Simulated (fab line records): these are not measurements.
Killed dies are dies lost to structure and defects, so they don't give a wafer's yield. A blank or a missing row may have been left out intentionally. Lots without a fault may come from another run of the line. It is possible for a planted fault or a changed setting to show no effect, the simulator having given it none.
A struck lot beside a sound one / flow nand harc / 19 out of 1302 route steps
Sound: wafers L994.1, L994.2, L994.3. Struck: wafers L103.3, L103.4, L103.6. The cause comes at the end.
For every step that has rows: the tool of each side, followed by ch and its chambers, followed by its first start. Under that, the readings that differ: sound wafers / struck wafers / difference of the means / sigmas: that difference in standard deviations of wafers without a fault.
alike: same words and numbers on both sides, and readings whose means sit less than 2 such deviations apart. not compared: any withheld reading, any reading some wafer has no value for, any bound like >300 that may hide the same value, and any number with overlapping values for which the record gives no deviation.
The two part at a step that has a row with sigmas, a row that says differs or no value, or rows on one side only. Non-overlapping numbers with no deviation appear without sigmas and do not part them. A reading missing from all wafers of one side parts the sides only when that side holds two or more wafers.

NHARC_A_CHANNEL_HOLE_D2_ETCH_20: etches the open film in C4F8/O2/Ar, time 361.9 s, target depth 1600 nm.
  sound on har etch-01 ch 0,1, day 14 05:25; struck on har etch-02 ch 0,1, day 18 01:32
reading=drypump motor current A (A); sound=5.60 5.60 5.60; struck=5.97 5.81 5.96; difference=+0.31; sigmas=+2
  alike: c4f8 flow sccm, showerhead plenum p Torr, throttle valve pct
  not compared: rf hours counter h
NHARC_A_CHANNEL_HOLE_D2_ETCH_21: etches the open film in C4F8/O2/Ar, time 514.3 s, target depth 1600 nm.
  sound on har etch-01 ch 0,1, day 14 05:44; struck on har etch-02 ch 0,1, day 18 01:53
reading=drypump motor current A (A); sound=5.61 5.58 5.61; struck=5.95 5.80 5.97; difference=+0.31; sigmas=+2
  alike: c4f8 flow sccm, showerhead plenum p Torr, throttle valve pct
  not compared: rf hours counter h
then, 1 step without rows for these wafers: NHARC_A_CHANNEL_HOLE_D2_ETCH_22 (etches the open film in C4F8/O2/Ar, time 666.7 s, target depth 1600 nm).
NHARC_A_CHANNEL_HOLE_D2_ETCH_23: etches the open film in C4F8/O2/Ar, time 819 s, target depth 1600 nm.
  sound on har etch-01 ch 0,1, day 14 06:44; struck on har etch-02 ch 0,1, day 18 02:59
  alike: c4f8 flow sccm, drypump motor current A, showerhead plenum p Torr, throttle valve pct
  not compared: rf hours counter h
then, 1 step without rows for these wafers: NHARC_A_CHANNEL_HOLE_D2_ETCH_24 (etches the open film in C4F8/O2/Ar, time 906.2 s, target depth 1500 nm).
NHARC_A_CHANNEL_HOLE_D2_ETCH_25: etches the open film in C4F8/O2/Ar, time 1040.2 s, target depth 1500 nm.
  sound on har etch-01 ch 0,1, day 14 08:13; struck on har etch-02 ch 0,1, day 18 04:31
reading=drypump motor current A (A); sound=5.60 5.57 5.60; struck=5.96 5.83 5.96; difference=+0.33; sigmas=+2
  alike: c4f8 flow sccm, showerhead plenum p Torr, throttle valve pct
  not compared: rf hours counter h
then, 5 steps without rows for these wafers: NHARC_A_CHANNEL_HOLE_D2_ETCH_26 (etches the open film in C4F8/O2/Ar, time 224.1 s, target depth 300 nm); NHARC_A_CHANNEL_HOLE_D2_ETCH_27 (etches the open film in C4F8/O2/Ar, time 90 s, target depth 400 nm); NHARC_A_CHANNEL_HOLE_D2_STRIP_41 (strips in N2/H2); NHARC_A_CHANNEL_HOLE_D2_STRIP_42 (strips in CF4/CHF3); NHARC_A_CHANNEL_HOLE_D2_STRIP_43 (strips in O2/COS).
NHARC_A_CHANNEL_HOLE_D2_ETCH_44: etches the open film in CF4/O2, target depth 140 nm, overetch 14 nm, time 77 s.
  sound on rie diel-06 ch 0,1,2, day 14 10:04; struck on rie diel-08 ch 2,3, day 18 06:02
  alike: cf4 flow sccm, drypump motor current A, oes_o_777_au, oes product au, rf vpp V, showerhead plenum p Torr, throttle valve pct
  not compared: rf hours counter h
NHARC_A_CHANNEL_HOLE_D2_STRIP_28: strips in O2.
  sound on rie diel-06 ch 1,2,3, day 14 10:10; struck on rie diel-08 ch 1,2,3, day 18 06:08
reading=chamber pressure mTorr (mTorr); sound=59.97 59.96 59.97; struck=15.07 15.13 15.12; difference=-44.86; sigmas=-99 or more
  alike: drypump motor current A, oes product au, rf vpp V, showerhead plenum p Torr, throttle valve pct
  not compared: rf hours counter h
then, 2 steps without rows for these wafers: NHARC_A_CHANNEL_HOLE_D2_PRECLEAN_29 (cleans in SC1); NHARC_A_CHANNEL_HOLE_D2_SRD_30.
NHARC_A_CHANNEL_HOLE_D2_CD_MEAS_31:
  sound on cd sem-03 at day 14 10:51; struck on cd sem-01 at day 18 06:50
reading=cd nm (nm); sound=88.8 88.9 91.4; struck=87.0 85.8 86.5; difference=-3.3; sigmas=-3
NHARC_A_CHANNEL_HOLE_D2_XSEM_32:
  sound on xsem-01 ch 0, day 14 10:56; struck on xsem-01 ch 0, day 18 06:55
reading=bot cd nm (nm); sound=74.0 74.2 76.3; struck=70.9 69.9 70.5; difference=-4.4; sigmas=-4
  alike: bow nm, tilt deg
NHARC_A_CHANNEL_HOLE_D2_INSPECT_40:
  sound on defect inspect-02 at day 14 11:02; struck on defect inspect-02 at day 18 07:01
  alike: raw defect count
next, for these wafers, 1 step has no rows: NHARC_END_SORT_01.

WHERE THEY PART
At NHARC_A_CHANNEL_HOLE_D2_ETCH_20 first; at NHARC_A_CHANNEL_HOLE_D2_XSEM_32 last (within this record only). Later steps at which nothing parts them and some readings are alike: NHARC_A_CHANNEL_HOLE_D2_INSPECT_40.

WHY: the cause the simulator had injected
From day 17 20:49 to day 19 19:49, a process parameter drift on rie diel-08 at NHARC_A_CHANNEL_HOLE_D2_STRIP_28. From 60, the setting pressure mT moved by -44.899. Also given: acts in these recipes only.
